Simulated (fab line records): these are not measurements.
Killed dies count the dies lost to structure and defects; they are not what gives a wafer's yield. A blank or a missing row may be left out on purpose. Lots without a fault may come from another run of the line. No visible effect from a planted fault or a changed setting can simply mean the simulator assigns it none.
fab line records	flow n5_finfet
[record] lots = 11	wafers = 32	last_day = 18
route steps=1938 shown BEOL_M10@1514 BEOL_M11@1536 PASSIVATION@1936
lots that met no fault: taken from a fault-free run of the same line
start_h: hours from the record's first day to the start of the lot's first wafer shown	wait_h: hours elapsed since this lot's preceding step	" same as the row above	L1.1+2: one row covering several wafers at once	- no value, or no start given	* or withheld: withheld	< > ~ a bound
route shown NAME@n: NAME is a module with steps in the file, n the number in the route of the first one	usual: mean/standard deviation taken from wafers without a fault	same: alike in all rows	chamber/n: place in a boat	sites: the reading at each site	_std_site: the values' standard deviation	_edge_site: outer sites' mean less inner sites'	radius_mm: for every site, how far away it sits from the centre of the wafer	mask NAME#n: copy n	behind: the last tool/chamber to shape the wafer	hold: why the lot went on hold/how many hours it stayed there/how the hold came to an end	device: transistor that didn't switch, given as n, p or np	end of line: at the end of the route, the tests of the same wafers	step lacking rows: just its recipe	killed: not the wafer's yield, but the dies lost to structure and defects at the first sort	map: a wafer's dies, x killed, . not, _ none there
set.NAME: setting as actually run; set.NAME@STEP: the setting as run at that earlier step	model.NAME: the simulator's own value behind a step, which no gauge read
route steps across a sampled set of lots; one table per step, one row per wafer
services: from which hour (start_h, from the record's first day; less than 0 if before it) a tool's chamber was out of use, for how many hours, and why
[[steps]]
[step N5_BEOL_M10_STRIP_77]
[recipe] chemistry = N2/H2	time_s = 10	power_w = 450	temp_c = 40	pressure_mtorr = 20	rf_frequency_hz = 6e+07	bias_power_w = 7	n2_flow_sccm = 200	h2_flow_sccm = 200
[usual] chamber_pressure_mTorr = 20.000/0.019	drypump_motor_current_A = 5.8/0.41	oes_product_au = 0.79/0.076	rf_vpp_V = 59.3/0.88	showerhead_plenum_p_Torr = 2.56/0.081	throttle_valve_pct = 23.7/0.39
lot.wafer	tool	chamber	start_h	wait_h	chamber_pressure_mTorr	drypump_motor_current_A	oes_product_au	rf_hours_counter_h	rf_vpp_V	showerhead_plenum_p_Torr	throttle_valve_pct
L898.1	rie_diel-06	2	-	-	19.988	6.8	0.73	194	58.1	2.51	23.8
L898.4	"	0	"	"	19.996	5.7	0.74	152	59.7	2.54	23.6
L898.5	"	3	"	"	20.019	5.4	0.82	-	60.5	2.56	23.5
L900.1	rie_diel-03	1	-	-	20.023	5.8	0.86	53	60.4	2.68	23.2
L900.3	"	2	"	"	19.991	5.6	0.78	125	60.9	2.66	23.6
L900.5	"	0	"	"	19.997	6.0	0.70	-	58.9	2.60	24.1
L902.1	rie_diel-01	2	-	-	19.984	5.9	0.71	214	59.6	2.63	24.2
L902.4	"	1	"	"	20.029	5.5	0.79	134	58.9	2.55	23.2
L902.5	"	3	"	"	20.001	6.1	0.88	-	60.5	2.48	23.1
L901.1	rie_diel-06	0	-	-	19.979	5.8	0.74	166	58.6	2.54	23.7
L901.5	"	2	"	"	20.025	6.8	0.71	-	60.1	2.50	23.8
L901.6	"	1	"	"	19.975	5.8	0.79	-	59.1	2.45	24.1
L907.1	rie_diel-06	0	-	-	19.994	5.7	0.73	171	60.3	2.53	23.7
L907.2	"	3	"	"	19.974	5.4	0.80	122	57.8	2.55	23.5
L907.5	"	0	"	"	20.006	5.8	0.74	-	61.9	2.53	23.7
L904.1	rie_diel-06	0	-	-	20.008	5.8	0.72	178	59.6	2.53	23.7
L904.2	"	2	"	"	20.016	6.8	0.71	220	59.4	2.50	23.8
L904.5	"	1	"	"	19.977	5.8	0.79	-	59.1	2.44	24.1
L908.1	rie_diel-01	1	-	-	20.019	5.5	0.77	149	58.9	2.54	23.3
L908.4	"	2	"	"	19.989	5.9	0.69	229	59.2	2.62	24.2
L908.5	"	1	"	"	19.998	5.5	0.78	-	59.4	2.54	23.3
L906.2	rie_diel-03	2	-	-	19.999	5.6	0.75	151	58.5	2.64	23.6
L906.4	"	3	"	"	20.018	5.1	0.98	2	58.5	2.71	23.5
L906.5	"	3	"	"	19.990	5.1	0.99	-	60.1	2.71	23.5
L913.3	rie_diel-01	2	-	-	19.984	5.9	0.69	240	60.2	2.62	24.2
L913.6	"	0	"	"	20.003	5.5	0.81	-	57.6	2.47	24.3
L918.1	rie_diel-01	0	-	-	19.994	5.4	0.80	98	58.9	2.46	24.3
L918.5	"	0	"	"	19.986	5.5	0.79	-	59.0	2.46	24.3
L918.6	"	3	"	"	19.988	6.1	0.82	-	58.8	2.46	23.2
L921.2	rie_diel-03	3	-	-	19.989	5.1	0.91	31	59.5	2.70	23.5
L921.4	"	0	"	"	19.980	6.0	0.90	37	59.6	2.58	23.9
L921.6	"	3	"	"	20.010	5.1	0.90	-	59.9	2.70	23.5
[step N5_BEOL_M10_SURFACE_TREAT_76]
[recipe] gas = Ar	time_s = *	ion_energy_ev = *	ion_current_ma_cm2 = 0.5	pressure_mtorr = *	ar_flow_sccm = 30
[usual] throttle_valve_pct = *
lot.wafer	tool	chamber	start_h	wait_h	throttle_valve_pct
L898.1	pvd_sputter-03	-	226.87	0.2	*
L898.4	"	-	"	"	*
L898.5	"	-	"	"	*
L900.1	pvd_sputter-03	-	238.85	0.2	*
L900.3	"	-	"	"	*
L900.5	"	-	"	"	*
L902.1	pvd_sputter-03	-	257.20	0.2	*
L902.4	"	-	"	"	*
L902.5	"	-	"	"	*
L901.1	pvd_sputter-02	-	269.85	0.9	*
L901.5	"	-	"	"	*
L901.6	"	-	"	"	*
L907.1	pvd_sputter-02	-	280.92	0.2	*
L907.2	"	-	"	"	*
L907.5	"	-	"	"	*
L904.1	pvd_sputter-01	-	295.12	0.2	*
L904.2	"	-	"	"	*
L904.5	"	-	"	"	*
L908.1	pvd_sputter-02	-	304.47	0.4	*
L908.4	"	-	"	"	*
L908.5	"	-	"	"	*
L906.2	pvd_sputter-02	-	306.77	1.0	*
L906.4	"	-	"	"	*
L906.5	"	-	"	"	*
L913.3	pvd_sputter-02	-	335.60	0.2	*
L913.6	"	-	"	"	*
L918.1	pvd_sputter-03	-	364.11	0.3	*
L918.5	"	-	"	"	*
L918.6	"	-	"	"	*
L921.2	pvd_sputter-03	-	384.64	0.3	*
L921.4	"	-	"	"	*
L921.6	"	-	"	"	*
[step N5_BEOL_M11_ILD_DEP_00]
[recipe] material = SiCOH_lowk	target_thk_a = 3085.1	temp_c = 300	precursor = DEMS/porogen	pressure_torr = 5	rf_w = 500	time_s = 58
[usual] heater_power_w = 286/48	showerhead_plenum_p_Torr = 5.735/0.022	showerhead_vpp_V = 1367/78	throttle_valve_pct = 13.9/0.75
lot.wafer	tool	chamber	start_h	wait_h	heater_power_w	showerhead_plenum_p_Torr	showerhead_vpp_V	throttle_valve_pct
L898.1	pecvd-01	2	228.29	0.0	348	5.733	1453	12.7
L898.4	"	0	"	"	365	5.758	1235	14.2
L898.5	"	2	"	"	367	5.755	1450	12.9
L900.1	pecvd-01	2	240.20	0.0	307	5.740	1430	13.2
L900.3	"	1	"	"	354	5.724	1316	14.5
L900.5	"	2	"	"	313	5.759	1448	12.7
L902.1	pecvd-02	1	258.49	0.0	306	5.746	1364	14.4
L902.4	"	1	"	"	297	5.734	1353	14.8
L902.5	"	0	"	"	272	5.733	1315	13.9
L901.1	pecvd-02	0	271.07	0.0	292	5.731	1317	14.0
L901.5	"	0	"	"	304	5.739	1328	14.1
L901.6	"	2	"	"	328	5.748	1446	14.1
L907.1	pecvd-04	2	282.22	0.0	175	5.746	1346	12.5
L907.2	"	0	"	"	265	5.693	1479	14.5
L907.5	"	2	"	"	195	5.724	1325	12.7
L904.1	pecvd-04	0	296.58	0.0	246	5.686	1455	14.2
L904.2	"	1	"	"	217	5.732	1372	14.0
L904.5	"	0	"	"	247	5.682	1495	14.5
L908.1	pecvd-01	0	306.02	0.0	332	5.746	1237	14.1
L908.4	"	2	"	"	327	5.736	1445	13.0
L908.5	"	0	"	"	342	5.764	1254	14.3
L906.2	pecvd-01	2	308.05	0.0	294	5.741	1439	13.0
L906.4	"	2	"	"	301	5.726	1461	12.8
L906.5	"	0	"	"	331	5.757	1226	14.5
L913.3	pecvd-04	2	337.74	0.0	235	5.716	1327	12.3
L913.6	"	1	"	"	201	5.722	1377	13.8
L918.1	pecvd-04	0	365.44	0.0	265	5.685	1496	14.6
L918.5	"	0	"	"	266	5.707	1453	14.5
L918.6	"	2	"	"	222	5.739	1311	12.3
L921.2	pecvd-02	2	386.14	0.0	332	5.745	1471	14.7
L921.4	"	0	"	"	335	5.717	1310	14.0
L921.6	"	0	"	"	336	5.724	1312	13.9
[step N5_BEOL_M11_THK_MEAS_01]
[recipe] reads = SiCOH_lowk_of_BEOL_M11_ILD_DEP_00
[usual] M11_ILD_THK = 267.0/3
lot.wafer	tool	chamber	start_h	wait_h	M11_ILD_THK[nm]
L898.1	film_metro-01	-	229.36	0.8	267.0
L898.4	"	-	"	"	273.3
L898.5	"	-	"	"	270.1
L900.1	film_metro-01	-	241.27	0.8	265.3
L900.3	"	-	"	"	263.3
L900.5	"	-	"	"	269.4
L902.1	film_metro-02	-	259.08	0.4	264.9
L902.4	"	-	"	"	269.1
L902.5	"	-	"	"	270.0
L901.1	film_metro-02	-	271.66	0.4	260.4
L901.5	"	-	"	"	266.9
L901.6	"	-	"	"	267.4
L907.1	film_metro-02	-	282.81	0.4	266.2
L907.2	"	-	"	"	263.7
L907.5	"	-	"	"	269.1
L904.1	film_metro-02	-	297.17	0.4	263.5
L904.2	"	-	"	"	262.7
L904.5	"	-	"	"	265.5
L908.1	film_metro-02	-	306.61	0.4	264.3
L908.4	"	-	"	"	269.5
L908.5	"	-	"	"	272.2
L906.2	film_metro-02	-	309.01	0.4	262.5
L906.4	"	-	"	"	267.0
L906.5	"	-	"	"	265.4
L913.3	film_metro-02	-	338.33	0.3	242.4
L913.6	"	-	"	"	246.0
L918.1	film_metro-01	-	366.38	0.4	263.9
L918.5	"	-	"	"	270.2
L918.6	"	-	"	"	243.5
L921.2	film_metro-01	-	386.76	0.4	265.3
L921.4	"	-	"	"	268.7
L921.6	"	-	"	"	271.3
[step N5_BEOL_M11_HM_DEP_02]
[recipe] material = TiN	target_thk_a = 200	temp_c = 25	chamber_pressure_pa = 0.49996
[usual] throttle_valve_pct = 29.5/0.79
lot.wafer	tool	chamber	start_h	wait_h	throttle_valve_pct
L898.1	pvd_sputter-02	-	230.59	1.2	30.4
L898.4	"	-	"	"	28.0
L898.5	"	-	"	"	28.0
L900.1	pvd_sputter-02	-	243.88	2.6	27.7
L900.3	"	-	"	"	30.5
L900.5	"	-	"	"	28.0
L902.1	pvd_sputter-02	-	259.88	0.7	29.8
L902.4	"	-	"	"	30.4
L902.5	"	-	"	"	30.3
L901.1	pvd_sputter-01	-	272.43	0.7	28.7
L901.5	"	-	"	"	28.7
L901.6	"	-	"	"	30.2
L907.1	pvd_sputter-01	-	284.59	1.7	28.5
L907.2	"	-	"	"	30.1
L907.5	"	-	"	"	29.8
L904.1	pvd_sputter-02	-	299.15	1.9	28.0
L904.2	"	-	"	"	30.0
L904.5	"	-	"	"	28.1
L908.1	pvd_sputter-03	-	308.16	1.5	29.3
L908.4	"	-	"	"	30.5
L908.5	"	-	"	"	29.9
L906.2	pvd_sputter-01	-	310.75	1.7	29.7
L906.4	"	-	"	"	29.4
L906.5	"	-	"	"	29.7
L913.3	pvd_sputter-01	-	338.84	0.5	30.1
L913.6	"	-	"	"	30.7
L918.1	pvd_sputter-02	-	368.74	2.3	28.9
L918.5	"	-	"	"	29.2
L918.6	"	-	"	"	29.5
L921.2	pvd_sputter-01	-	389.69	2.9	29.9
L921.4	"	-	"	"	30.6
L921.6	"	-	"	"	29.7
[step N5_PASSIVATION_PROBE_49]
[usual] defect_limited_yield = 91.1/1.4	killed_at_M0_to_M3 = 33/10	killed_at_M4_up = 15/5.8	killed_at_contacts = 13/5.9	killed_at_front_end = 39/11	killed_at_other = 4/3.6	killed_dies = 105/16	killed_open = 68/11	killed_short = 34/7.8	sort_bin_5_function = 5.2/0.88	sort_bin_6_memory = 3.3/0.61	sort_n_pass = 1075/16	sort_yield_pct = 91.1/1.4
[same] gross_dies = 1180	killed_at_back_side = 0	sort_bin_4_leakage[%] = 0	sort_bin_8_speed[%] = 0
lot.wafer	tool	chamber	start_h	wait_h	defect_limited_yield[%]	killed_at_M0_to_M3	killed_at_M4_up	killed_at_contacts	killed_at_front_end	killed_at_other	killed_dies	killed_open	killed_short	sort_bin_5_function[%]	sort_bin_6_memory[%]	sort_n_pass	sort_yield_pct[%]
L898.1	prober-01	-	275.06	0.0	90.7	32	18	13	45	2	110	64	41	5.7	3.3	1070	90.7
L898.4	prober-01	-	275.21	0.2	91.2	23	22	16	39	4	104	65	36	5.3	3.3	1076	91.2
L898.5	prober-01	-	275.26	0.2	90.5	26	23	22	40	1	112	75	30	6.1	3.3	1068	90.5
L900.1	prober-01	-	291.11	0.0	88.8	33	11	21	63	4	132	85	41	6.6	4.3	1048	88.8
L900.3	prober-01	-	291.21	0.1	88.7	26	19	16	71	1	133	85	41	7.2	3.5	1047	88.7
L900.5	prober-01	-	291.31	0.2	90.1	35	16	4	56	6	117	68	40	5.3	3.8	1063	90.1
L902.1	prober-01	-	300.80	0.0	91.3	24	14	17	36	12	103	67	33	6.4	2.1	1077	91.3
L902.4	prober-01	-	300.95	0.2	92.1	32	17	11	31	2	93	68	25	5.6	1.7	1087	92.1
L902.5	prober-01	-	301.00	0.2	90.8	40	17	12	28	11	108	70	35	5.3	3.8	1072	90.8
L901.1	prober-01	-	311.08	0.0	89.7	57	18	5	35	6	121	78	35	6.4	3.1	1059	89.7
L901.5	prober-01	-	311.28	0.2	91.3	37	17	7	39	3	103	67	32	4.9	3.6	1077	91.3
L901.6	prober-01	-	311.33	0.3	91.0	30	13	21	42	0	106	82	23	5.2	3.5	1074	91.0
L907.1	prober-02	-	328.35	0.0	90.3	26	34	19	29	6	114	77	29	5.8	3.7	1066	90.3
L907.2	prober-02	-	328.40	0.1	91.2	29	15	19	39	2	104	67	33	4.7	3.8	1076	91.2
L907.5	prober-02	-	328.55	0.2	92.1	19	9	22	39	4	93	66	25	4.4	3.1	1087	92.1
L904.1	prober-01	-	345.43	0.0	91.0	46	23	9	24	4	106	73	29	5.8	3.0	1074	91.0
L904.2	prober-01	-	345.48	0.1	93.1	31	18	3	23	6	81	47	28	4.0	2.7	1099	93.1
L904.5	prober-01	-	345.63	0.2	91.0	50	13	9	34	0	106	65	36	4.7	3.7	1074	91.0
L908.1	prober-02	-	353.80	0.0	91.4	29	16	16	34	6	101	72	26	5.5	2.7	1079	91.4
L908.4	prober-02	-	353.95	0.2	91.4	46	12	16	24	3	101	68	27	4.6	3.5	1079	91.4
L908.5	prober-02	-	354.00	0.2	91.0	36	19	17	31	3	106	65	39	5.3	3.3	1074	91.0
L906.2	prober-02	-	356.40	0.1	92.0	32	9	16	30	7	94	65	27	4.8	2.8	1086	92.0
L906.4	prober-02	-	356.50	0.2	90.1	43	13	9	48	4	117	77	39	6.1	3.6	1063	90.1
L906.5	prober-02	-	356.55	0.2	91.7	24	10	14	45	5	98	67	29	5.3	2.8	1082	91.7
L913.3	prober-02	-	385.80	0.1	89.6	35	14	21	52	1	123	80	40	6.4	4.1	1057	89.6
L913.6	prober-02	-	385.95	0.3	92.4	27	9	13	41	0	90	53	34	4.3	2.9	1090	92.4
L918.1	prober-02	-	410.22	0.0	91.8	39	9	15	29	5	97	69	28	5.3	2.9	1083	91.8
L918.5	prober-02	-	410.42	0.2	92.1	33	16	14	27	3	93	66	26	3.8	3.6	1087	92.1
L918.6	prober-02	-	410.47	0.3	91.1	41	21	17	24	2	105	73	29	5.3	3.4	1075	91.1
L921.2	prober-02	-	440.45	0.1	94.1	32	12	4	17	5	70	42	27	3.5	2.5	1110	94.1
L921.4	prober-02	-	440.55	0.2	91.4	34	21	10	26	11	102	80	22	5.1	3.2	1078	91.4
L921.6	prober-02	-	440.65	0.3	92.7	20	24	8	29	5	86	57	25	4.2	2.9	1094	92.7
// killed by level:class
L898.1 FIN_SAQP:geometric_particle:short=16 STI_FIN_REVEAL:geometric_particle:open=9 MOL_CONTACT_COAG:geometric_particle:open=9 BEOL_M2:geometric_particle:open=9 FIN_SAQP:geometric_particle:open=8 BEOL_M1:geometric_particle:open=6 BEOL_M3:geometric_particle:open=6 BEOL_M4:geometric_particle:open=6
L898.4 FIN_SAQP:geometric_particle:open=20 MOL_CONTACT_COAG:geometric_particle:open=13 FIN_SAQP:geometric_particle:short=10 BEOL_M4:geometric_particle:open=10 BEOL_M4:geometric_particle:short=6 BEOL_M0_SAQP:geometric_particle:open=4 BEOL_M0_SAQP:geometric_particle:short=4 BEOL_M2:geometric_particle:open=4
L898.5 MOL_CONTACT_COAG:geometric_particle:open=18 FIN_SAQP:geometric_particle:open=16 BEOL_M4:geometric_particle:open=9 FIN_SAQP:geometric_particle:short=7 STI_FIN_REVEAL:geometric_particle:open=5 BEOL_M5:geometric_particle:open=5 BEOL_M0_SAQP:geometric_particle:short=5 BEOL_M2:geometric_particle:open=5
L900.1 FIN_SAQP:geometric_particle:open=14 FIN_SAQP:geometric_particle:short=13 MOL_CONTACT_COAG:geometric_particle:open=13 BEOL_M3:geometric_particle:open=10 STI_FIN_REVEAL:geometric_particle:open=8 DUMMY_GATE:geometric_particle:open=8 GATE_CUT:geometric_particle:short=6 MOL_CONTACT_COAG:geometric_particle:short=6
L900.3 STI_FIN_REVEAL:geometric_particle:open=18 MOL_CONTACT_COAG:geometric_particle:open=14 FIN_SAQP:geometric_particle:short=10 FIN_SAQP:geometric_particle:open=7 GATE_CUT:geometric_particle:open=7 BEOL_M1:geometric_particle:open=7 BEOL_M4:geometric_particle:open=6 DUMMY_GATE:geometric_particle:open=4
L900.5 FIN_SAQP:geometric_particle:open=13 BEOL_M4:geometric_particle:open=11 FIN_SAQP:geometric_particle:short=10 STI_FIN_REVEAL:geometric_particle:open=10 BEOL_M0_SAQP:geometric_particle:short=8 BEOL_M3:geometric_particle:open=8 GATE_CUT:geometric_particle:short=6 BEOL_M1:geometric_particle:open=6
L902.1 MOL_CONTACT_COAG:geometric_particle:open=13 BEOL_M2:geometric_particle:open=7 FIN_SAQP:geometric_particle:open=6 STARTING-WAFER:geometric_particle:open=6 STI_FIN_REVEAL:geometric_particle:open=5 FIN_SAQP:geometric_particle:short=4 GATE_CUT:geometric_particle:short=4 BEOL_M0_SAQP:geometric_particle:open=4
L902.4 MOL_CONTACT_COAG:geometric_particle:open=11 FIN_SAQP:geometric_particle:open=8 BEOL_M0_SAQP:geometric_particle:open=7 BEOL_M1:geometric_particle:open=7 BEOL_M0_SAQP:geometric_particle:short=6 BEOL_M4:geometric_particle:open=6 STARTING-WAFER:geometric_particle:short=5 STARTING-WAFER:geometric_particle:open=5
L902.5 BEOL_M1:geometric_particle:open=12 FIN_SAQP:geometric_particle:open=9 MOL_CONTACT_COAG:geometric_particle:open=9 BEOL_M4:geometric_particle:open=9 FIN_SAQP:geometric_particle:short=7 BEOL_M0_SAQP:geometric_particle:open=7 BEOL_M0_SAQP:geometric_particle:short=5 BEOL_M1:geometric_particle:short=5
L901.1 BEOL_M2:geometric_particle:open=15 BEOL_M0_SAQP:geometric_particle:open=14 STI_FIN_REVEAL:geometric_particle:open=9 BEOL_M0_SAQP:geometric_particle:short=9 FIN_SAQP:geometric_particle:open=6 BEOL_M1:geometric_particle:open=5 BEOL_M5:geometric_particle:open=5 DUMMY_GATE:geometric_particle:open=4
L901.5 STI_FIN_REVEAL:geometric_particle:open=14 BEOL_M0_SAQP:geometric_particle:open=9 BEOL_M1:geometric_particle:open=8 STI_FIN_REVEAL:geometric_particle:short=7 MOL_CONTACT_COAG:geometric_particle:open=6 BEOL_M0_SAQP:geometric_particle:short=6 BEOL_M4:geometric_particle:open=6 FIN_SAQP:geometric_particle:open=5
L901.6 STI_FIN_REVEAL:geometric_particle:open=22 MOL_CONTACT_COAG:geometric_particle:open=17 FIN_SAQP:geometric_particle:open=7 BEOL_M1:geometric_particle:open=6 BEOL_M3:geometric_particle:open=6 BEOL_M0_SAQP:geometric_particle:open=5 FIN_SAQP:geometric_particle:short=4 MOL_CONTACT_COAG:geometric_particle:short=4
L907.1 BEOL_M4:geometric_particle:open=19 MOL_CONTACT_COAG:geometric_particle:open=13 BEOL_M3:geometric_particle:open=8 FIN_SAQP:geometric_particle:open=6 STI_FIN_REVEAL:geometric_particle:open=5 DUMMY_GATE:geometric_particle:open=5 BEOL_M5:geometric_particle:open=5 MOL_CONTACT_COAG:geometric_particle:short=4
L907.2 MOL_CONTACT_COAG:geometric_particle:open=17 DUMMY_GATE:geometric_particle:open=7 BEOL_M0_SAQP:geometric_particle:short=7 BEOL_M1:geometric_particle:open=7 BEOL_M4:geometric_particle:open=6 BEOL_M3:geometric_particle:open=6 FIN_SAQP:geometric_particle:open=5 STI_FIN_REVEAL:geometric_particle:open=4
L907.5 MOL_CONTACT_COAG:geometric_particle:open=16 FIN_SAQP:geometric_particle:open=10 STI_FIN_REVEAL:geometric_particle:open=8 FIN_SAQP:geometric_particle:short=7 MOL_CONTACT_COAG:geometric_particle:short=6 DUMMY_GATE:geometric_particle:open=5 BEOL_M3:geometric_particle:open=5 BEOL_M1:geometric_particle:open=4
L904.1 BEOL_M2:geometric_particle:open=18 BEOL_M4:geometric_particle:open=10 MOL_CONTACT_COAG:geometric_particle:open=7 BEOL_M0_SAQP:geometric_particle:open=7 BEOL_M0_SAQP:geometric_particle:short=6 BEOL_M2:geometric_particle:short=6 BEOL_M3:geometric_particle:open=6 FIN_SAQP:geometric_particle:short=4
L904.2 BEOL_M2:geometric_particle:open=8 ILD0:geometric_particle:short=6 BEOL_M0_SAQP:geometric_particle:open=6 FIN_SAQP:geometric_particle:open=5 GATE_CUT:geometric_particle:short=4 BEOL_M0_SAQP:geometric_particle:short=4 BEOL_M1:geometric_particle:open=4 BEOL_M5:geometric_particle:open=4
L904.5 FIN_SAQP:geometric_particle:short=11 BEOL_M0_SAQP:geometric_particle:open=9 BEOL_M2:geometric_particle:open=9 MOL_CONTACT_COAG:geometric_particle:open=8 BEOL_M0_SAQP:geometric_particle:short=8 FIN_SAQP:geometric_particle:open=7 BEOL_M3:geometric_particle:open=6 ILD0:geometric_particle:open=4
L908.1 MOL_CONTACT_COAG:geometric_particle:open=15 STI_FIN_REVEAL:geometric_particle:open=9 BEOL_M2:geometric_particle:open=9 BEOL_M0_SAQP:geometric_particle:short=7 BEOL_M1:geometric_particle:open=7 BEOL_M4:geometric_particle:open=6 DUMMY_GATE:geometric_particle:open=4 GATE_CUT:geometric_particle:open=3
L908.4 MOL_CONTACT_COAG:geometric_particle:open=12 BEOL_M3:geometric_particle:open=11 BEOL_M2:geometric_particle:open=9 BEOL_M1:geometric_particle:open=8 GATE_CUT:geometric_particle:short=5 BEOL_M0_SAQP:geometric_particle:open=5 STI_FIN_REVEAL:geometric_particle:open=4 BEOL_M0_SAQP:geometric_particle:short=4
L908.5 MOL_CONTACT_COAG:geometric_particle:open=13 BEOL_M4:geometric_particle:open=10 FIN_SAQP:geometric_particle:short=8 BEOL_M2:geometric_particle:open=8 BEOL_M0_SAQP:geometric_particle:short=7 BEOL_M3:geometric_particle:open=6 FIN_SAQP:geometric_particle:open=5 DUMMY_GATE:geometric_particle:open=4
L906.2 MOL_CONTACT_COAG:geometric_particle:open=13 BEOL_M2:geometric_particle:open=9 FIN_SAQP:geometric_particle:open=7 BEOL_M1:geometric_particle:open=7 FIN_SAQP:geometric_particle:short=5 BEOL_M0_SAQP:geometric_particle:short=4 STI_FIN_REVEAL:geometric_particle:open=3 BEOL_M0:geometric_particle:open=3
L906.4 BEOL_M2:geometric_particle:open=13 FIN_SAQP:geometric_particle:open=11 BEOL_M0_SAQP:geometric_particle:short=11 MOL_CONTACT_COAG:geometric_particle:open=8 BEOL_M0_SAQP:geometric_particle:open=8 DUMMY_GATE:geometric_particle:open=7 STI_FIN_REVEAL:geometric_particle:short=7 STI_FIN_REVEAL:geometric_particle:open=6
L906.5 FIN_SAQP:geometric_particle:open=13 STI_FIN_REVEAL:geometric_particle:open=10 MOL_CONTACT_COAG:geometric_particle:open=9 BEOL_M1:geometric_particle:open=8 FIN_SAQP:geometric_particle:short=6 MOL_CONTACT_COAG:geometric_particle:short=5 DUMMY_GATE:geometric_particle:open=4 STI_FIN_REVEAL:geometric_particle:short=3
L913.3 MOL_CONTACT_COAG:geometric_particle:open=19 DUMMY_GATE:geometric_particle:open=11 BEOL_M0_SAQP:geometric_particle:short=9 STI_FIN_REVEAL:geometric_particle:open=8 SPACER0:geometric_particle:open=6 GATE_CUT:geometric_particle:short=6 BEOL_M1:geometric_particle:open=5 BEOL_M3:geometric_particle:open=5
L913.6 MOL_CONTACT_COAG:geometric_particle:open=12 BEOL_M3:geometric_particle:open=8 STI_FIN_REVEAL:geometric_particle:open=7 GATE_CUT:geometric_particle:short=7 STARTING-WAFER:geometric_particle:open=5 FIN_SAQP:geometric_particle:short=4 BEOL_M1:geometric_particle:open=4 BEOL_M2:geometric_particle:open=4
L918.1 BEOL_M0_SAQP:geometric_particle:open=11 MOL_CONTACT_COAG:geometric_particle:open=10 BEOL_M3:geometric_particle:open=10 DUMMY_GATE:geometric_particle:open=8 BEOL_M0_SAQP:geometric_particle:short=8 BEOL_M4:geometric_particle:open=6 MOL_CONTACT_COAG:geometric_particle:short=5 BEOL_M2:geometric_particle:open=5
L918.5 BEOL_M0_SAQP:geometric_particle:open=13 MOL_CONTACT_COAG:geometric_particle:open=9 BEOL_M1:geometric_particle:open=8 DUMMY_GATE:geometric_particle:open=6 GATE_CUT:geometric_particle:short=5 MOL_CONTACT_COAG:geometric_particle:short=5 BEOL_M4:geometric_particle:open=4 STI_FIN_REVEAL:geometric_particle:open=3
L918.6 MOL_CONTACT_COAG:geometric_particle:open=16 BEOL_M0_SAQP:geometric_particle:short=14 BEOL_M0_SAQP:geometric_particle:open=13 BEOL_M4:geometric_particle:open=7 BEOL_M1:geometric_particle:open=6 BEOL_M4:geometric_particle:short=6 STARTING-WAFER:geometric_particle:open=6 STI_FIN_REVEAL:geometric_particle:open=4
L921.2 BEOL_M0_SAQP:geometric_particle:open=7 BEOL_M0_SAQP:geometric_particle:short=6 BEOL_M0:geometric_particle:open=5 BEOL_M1:geometric_particle:open=5 BEOL_M3:geometric_particle:short=4 BEOL_M5:geometric_particle:open=4 FIN_SAQP:geometric_particle:short=3 GATE_CUT:geometric_particle:short=3
L921.4 BEOL_M6:geometric_particle:open=10 MOL_CONTACT_COAG:geometric_particle:open=9 BEOL_M4:geometric_particle:open=8 MIM_TOP_ETCH:geometric_particle:open=7 BEOL_M1:geometric_particle:open=7 STI_FIN_REVEAL:geometric_particle:open=6 BEOL_M0_SAQP:geometric_particle:open=6 BEOL_M0:geometric_particle:open=6
L921.6 BEOL_M4:geometric_particle:open=12 STI_FIN_REVEAL:geometric_particle:open=9 MOL_CONTACT_COAG:geometric_particle:open=7 BEOL_M1:geometric_particle:open=6 BEOL_M0_SAQP:geometric_particle:open=5 FIN_SAQP:geometric_particle:short=4 STARTING-WAFER:geometric_particle:short=4 FIN_SAQP:geometric_particle:open=3
[[services]]
tool	chamber	start_h	hours	kind
pecvd-04	2	202.38	-	clean
pecvd-04	2	202.38	-	consumable_replace:showerhead
pecvd-04	2	202.38	29.0	scheduled_down
pecvd-04	2	202.38	29.0	vent_cycle
pecvd-04	-	229.84	4.3	pm
pecvd-04	-	236.77	3.5	repair
rie_diel-01	1	247.05	2.6	repair
rie_diel-03	3	247.54	9.3	repair
pecvd-04	-	257.15	0.9	repair
rie_diel-03	-	267.25	1.6	repair
pecvd-04	0	267.48	5.5	scheduled_down
pecvd-01	2	275.48	5.5	scheduled_down
pecvd-01	0	280.94	2.1	scheduled_down
pecvd-02	1	291.17	6.9	repair
pecvd-04	-	292.11	1.9	repair
pecvd-01	2	326.37	11.2	repair
rie_diel-03	2	330.71	4.4	repair
rie_diel-06	-	370.27	2.8	pm
rie_diel-06	2	379.23	-	clean
rie_diel-06	2	379.23	-	consumable_replace:esc
rie_diel-06	2	379.23	-	consumable_replace:focus_ring
rie_diel-06	2	379.23	23.6	scheduled_down
rie_diel-06	2	379.23	23.6	vent_cycle
rie_diel-06	1	389.46	5.7	repair
[[key]]
[first_sign] step = N5_BEOL_M11_THK_MEAS_01	reading = M11_ILD_THK	direction = down	sigmas = 7.8	usual = 267.0	struck = 243.9
effect none on later readings
met_at N5_BEOL_M11_ILD_DEP_00
struck_lots L913,L918
struck_wafers L913.3,L913.6,L918.6
not_acting_at N5_BEOL_M10_STRIP_77,N5_BEOL_M10_SURFACE_TREAT_76,N5_BEOL_M11_HM_DEP_02
onset_between 296.58 337.74
[fault] kind = process_parameter_drift	tool = pecvd-04	chamber = -	onset_h = 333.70	steps = N5_BEOL_M11_ILD_DEP_00	channel = target_thk_a	offset = *	shape = step	end_h = 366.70	scope = struck_wafers_only	acts_in = *	stated = *
